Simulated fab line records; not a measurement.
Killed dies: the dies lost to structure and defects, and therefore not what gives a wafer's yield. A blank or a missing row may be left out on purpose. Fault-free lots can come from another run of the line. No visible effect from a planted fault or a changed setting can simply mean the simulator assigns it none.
Matching of chambers :: flow n5_finfet :: uv_cure-02 running N5_BEOL_M9_CURE_71: 3 sister chambers
The step cures SiCOH lowk, time 240 s. 18 wafers are shown with their chamber, then 9 later ones without.

WAFERS, EACH WITH ITS CHAMBER
wafer: L076.3
chamber: 0
wafer_temp_C_max: 386.9
lamp_power_pct (%): 52.28

wafer: L076.4
chamber: 0
wafer_temp_C_max: 387.4
lamp_power_pct (%): 52.28

wafer: L076.5
chamber: 0
wafer_temp_C_max: 387.1
lamp_power_pct (%): 52.32

wafer: L077.1
chamber: 1
wafer_temp_C_max: 387.1
lamp_power_pct (%): 52.27

wafer: L077.5
chamber: 1
wafer_temp_C_max: 386.7
lamp_power_pct (%): 52.37

wafer: L077.6
chamber: 1
wafer_temp_C_max: 386.5
lamp_power_pct (%): 52.33

wafer: L081.2
chamber: 2
wafer_temp_C_max: 386.8
lamp_power_pct (%): 52.29

wafer: L081.3
chamber: 2
wafer_temp_C_max: 387.3
lamp_power_pct (%): 52.28

wafer: L081.4
chamber: 2
wafer_temp_C_max: 387.1
lamp_power_pct (%): 52.24

wafer: L082.3
chamber: 0
wafer_temp_C_max: 387.4
lamp_power_pct (%): 52.34

wafer: L082.5
chamber: 0
wafer_temp_C_max: 387.6
lamp_power_pct (%): 52.24

wafer: L082.6
chamber: 0
wafer_temp_C_max: 387.1
lamp_power_pct (%): 52.42

wafer: L083.1
chamber: 0
wafer_temp_C_max: 386.6
lamp_power_pct (%): 52.32

wafer: L083.3
chamber: 0
wafer_temp_C_max: 387.0
lamp_power_pct (%): 52.34

wafer: L083.5
chamber: 0
wafer_temp_C_max: 387.1
lamp_power_pct (%): 52.38

wafer: L085.3
chamber: 2
wafer_temp_C_max: 387.4
lamp_power_pct (%): 52.29

wafer: L085.4
chamber: 2
wafer_temp_C_max: 387.4
lamp_power_pct (%): 52.29

wafer: L085.6
chamber: 2
wafer_temp_C_max: 387.3
lamp_power_pct (%): 52.28

SIGNATURES (means of the wafers above)
reading: wafer_temp_C_max
chamber 0: 387.133
chamber 1: 386.767
chamber 2: 387.217
scatter within a chamber: 0.28

reading: lamp_power_pct
chamber 0: 52.3244
chamber 1: 52.3233
chamber 2: 52.2783
scatter within a chamber: 0.0453
Rule: distance of a wafer from a chamber = root of the sum over the readings of ((wafer's reading minus chamber's mean) / reading's scatter) squared. The wafer belongs to the nearest chamber; if the next one is less than 2 further off, it can't be placed. How the scatter is found: for the shown wafers, subtract from each reading the mean of its chamber, square and add these, divide the total by (wafers less chambers), then take the root.

WAFERS WITH NO CHAMBER GIVEN
wafer: L088.1
wafer_temp_C_max: 387.3
lamp_power_pct (%): 52.44

wafer: L088.3
wafer_temp_C_max: 386.8
lamp_power_pct (%): 52.36

wafer: L088.6
wafer_temp_C_max: 386.7
lamp_power_pct (%): 52.33

wafer: L087.1
wafer_temp_C_max: 387.6
lamp_power_pct (%): 52.30

wafer: L087.2
wafer_temp_C_max: 387.0
lamp_power_pct (%): 52.34

wafer: L087.5
wafer_temp_C_max: 386.6
lamp_power_pct (%): 52.33

wafer: L096.1
wafer_temp_C_max: 388.3
lamp_power_pct (%): 52.44

wafer: L096.2
wafer_temp_C_max: 387.8
lamp_power_pct (%): 52.22

wafer: L096.4
wafer_temp_C_max: 387.2
lamp_power_pct (%): 52.40

THE CHAMBER EACH PASSED THROUGH
wafer: L088.1
from the rows above: can't be placed: 0 or 1 or 2
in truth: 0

wafer: L088.3
from the rows above: can't be placed: 1 or 0 or 2
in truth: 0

wafer: L088.6
from the rows above: can't be placed: 1 or 0 or 2
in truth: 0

wafer: L087.1
from the rows above: can't be placed: 2 or 0 or 1
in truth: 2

wafer: L087.2
from the rows above: can't be placed: 0 or 1 or 2
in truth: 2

wafer: L087.5
from the rows above: can't be placed: 1 or 0 or 2
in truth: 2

wafer: L096.1
from the rows above: can't be placed: 0 or 2 or 1
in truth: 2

wafer: L096.2
from the rows above: can't be placed: 2 or 0 or 1
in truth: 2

wafer: L096.4
from the rows above: can't be placed: 0 or 1 or 2
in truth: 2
Correct placement for 0 of the 9. Can't be placed from these rows: 9 (the true chamber is among the candidates in 9). Wrongly placed: 0.
